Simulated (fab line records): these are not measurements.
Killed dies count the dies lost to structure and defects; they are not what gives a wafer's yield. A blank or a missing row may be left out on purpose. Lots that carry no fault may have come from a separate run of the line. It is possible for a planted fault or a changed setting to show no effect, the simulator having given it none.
Matching of chambers	flow n5 finfet	N5_BEOL_M0_SAQP_PECVD_96 on pecvd-03: 3 sister chambers
The step deposits a-Si from SiH4/He, target thk 45 nm, time 45.2 s. 14 wafers are shown with their chamber, then 7 later ones without.

== WAFERS WITH THEIR CHAMBER ==
wafer	chamber	heater power outer w (W)	throttle valve pct (%)	heater power w (W)
L470.3	0	322	18.8	534
L470.4	2	383	17.8	648
L470.6	0	321	18.7	535
L472.1	0	323	18.6	543
L472.4	2	353	18.1	595
L472.6	2	358	17.6	610
L473.1	1	467	17.6	753
L473.3	2	342	17.8	603
L473.4	2	348	17.9	586
L475.1	2	333	17.9	579
L475.5	0	354	18.9	602
L475.6	2	341	17.7	587
L479.2	1	484	17.7	767
L479.5	2	350	17.8	589

SIGNATURES (means of the wafers above)
reading	chamber 0	chamber 1	chamber 2	scatter within a chamber
heater power outer w	330.00	475.50	351.00	15.1
throttle valve pct	18.750	17.650	17.825	0.138
heater power w	553.50	760.00	599.62	24.6
Rule: a wafer's distance from a chamber is the root of the sum, over the readings, of the square of ((its reading less the chamber's mean) divided by the reading's scatter). If the next closest chamber is less than 2 further off than the closest, the wafer can't be placed; otherwise it belongs to the closest. The scatter is the square root of a quotient: the sum, over the shown wafers, of each reading's squared deviation from its chamber's mean, divided by wafers minus chambers.

== WAFERS WITHOUT THEIR CHAMBER ==
wafer	heater power outer w (W)	throttle valve pct (%)	heater power w (W)
L479.6	344	18.4	552
L480.3	442	17.8	766
L480.5	392	17.8	637
L480.6	361	18.6	600
L484.1	303	18.9	513
L484.2	443	17.9	716
L484.4	434	17.6	724

== CHAMBER TAKEN BY EACH ==
wafer	from the rows above	in truth
L479.6	can't be placed: 0 or 2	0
L480.3	1	1
L480.5	2	2
L480.6	0	0
L484.1	0	0
L484.2	1	1
L484.4	1	1
Correct placement for 6 of the 7. From these rows, 1 cannot be placed; in 1 the true chamber is one of the candidates. Wrongly placed: 0.
